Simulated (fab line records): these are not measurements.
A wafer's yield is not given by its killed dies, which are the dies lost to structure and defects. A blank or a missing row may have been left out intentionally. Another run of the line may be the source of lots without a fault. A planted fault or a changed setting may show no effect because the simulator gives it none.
Matching of chambers -- flow nand_harc -- NHARC_P_CONTACT_CMP_01 on cmp-01 has 4 sister chambers
The step polishes SiO2, target thk 200 nm. 24 wafers are shown with their chamber, then 12 later ones without.

WAFERS, EACH WITH ITS CHAMBER
wafer,chamber,motor_current_A (A)
L076.2,2,10.8
L076.4,0,11.2
L076.5,0,11.5
L078.1,2,10.8
L078.4,1,11.3
L078.6,0,11.8
L080.1,1,11.4
L080.3,0,11.3
L080.5,1,11.5
L081.1,1,11.8
L081.4,0,11.8
L081.6,2,10.9
L084.1,3,13.1
L084.2,1,11.3
L084.4,2,10.8
L085.1,2,10.7
L085.3,1,10.7
L085.6,1,11.1
L086.2,0,11.5
L086.3,2,11.0
L086.6,2,11.1
L087.1,3,14.2
L087.2,2,11.0
L087.3,1,11.0

SIGNATURES (means of the wafers above)
reading,chamber 0,chamber 1,chamber 2,chamber 3,scatter within a chamber
motor_current_A,11.517,11.262,10.887,13.650,0.302
Rule: a wafer lies at a distance from a chamber equal to the root of the sum of squares, over the readings, of (its reading less the chamber's mean, divided by the reading's scatter). The wafer belongs to the nearest chamber; if the next one is less than 2 further off, it can't be placed. The scatter: the root of (the sum of the squares of (reading less its chamber's mean) over the shown wafers, divided by (wafers less chambers)).

WAFERS WITHOUT THEIR CHAMBER
wafer,motor_current_A (A)
L089.3,11.5
L089.4,13.7
L089.6,11.2
L090.3,11.3
L090.4,10.8
L090.6,13.8
L091.1,11.1
L091.5,10.8
L091.6,10.6
L093.2,11.7
L093.3,11.0
L093.4,13.9

EACH ONE'S CHAMBER
wafer,from the rows above,in truth
L089.3,can't be placed: 0 or 1 or 2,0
L089.4,3,3
L089.6,can't be placed: 1 or 2 or 0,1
L090.3,can't be placed: 1 or 0 or 2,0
L090.4,can't be placed: 2 or 1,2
L090.6,3,3
L091.1,can't be placed: 1 or 2 or 0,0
L091.5,can't be placed: 2 or 1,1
L091.6,can't be placed: 2 or 1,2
L093.2,can't be placed: 0 or 1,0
L093.3,can't be placed: 2 or 1 or 0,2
L093.4,3,3
Correctly placed: 3 of 12. Unplaceable from these rows: 9, with the true chamber sitting among the candidates in 9. Wrongly placed: 0.
